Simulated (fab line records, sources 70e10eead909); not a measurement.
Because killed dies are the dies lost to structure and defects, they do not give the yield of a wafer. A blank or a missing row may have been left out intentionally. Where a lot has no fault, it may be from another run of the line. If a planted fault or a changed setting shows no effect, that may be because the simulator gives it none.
Matching of chambers | flow nand_harc | NHARC_A_STAIRCASE_DEP_280 on pecvd-01 has 3 sister chambers
The step deposits SiON, target thk 30 nm. 3 wafers are shown with their chamber, then 7 later ones without.

== WAFERS, EACH WITH ITS CHAMBER ==
wafer  | chamber | heater_power_w (W)
L081.5 | 0       | 716
L086.1 | 1       | 788
L086.2 | 2       | 608

== WAFERS WITHOUT THEIR CHAMBER ==
wafer  | heater_power_w (W)
L086.5 | 619
L087.1 | 812
L087.2 | 702
L087.6 | 824
L097.1 | 708
L097.3 | 737
L097.4 | 726

== EACH ONE'S CHAMBER ==
wafer  | from the rows above     | in truth
L086.5 | 2                       | 2
L087.1 | 1                       | 1
L087.2 | 0                       | 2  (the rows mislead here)
L087.6 | 1                       | 1
L097.1 | 0                       | 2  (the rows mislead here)
L097.3 | can't be placed: 0 or 1 | 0
L097.4 | 0                       | 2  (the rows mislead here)
Placed correctly: 3 of 7. From these rows, 1 cannot be placed; in 1 the true chamber is one of the candidates. Number placed wrongly: 3.
How it was worked out, from the rows above alone: a wafer's distance from a chamber is the root of the sum, over the readings, of the square of ((its reading less the chamber's mean) divided by the reading's scatter). The wafer belongs to the nearest chamber; if the next one is less than 2 further off, it can't be placed. The mean given for a chamber averages the wafers shown for that chamber. The scatter: with one shown wafer a chamber, the root of the mean of the squares of how far each hidden wafer lies from its nearest shown one.
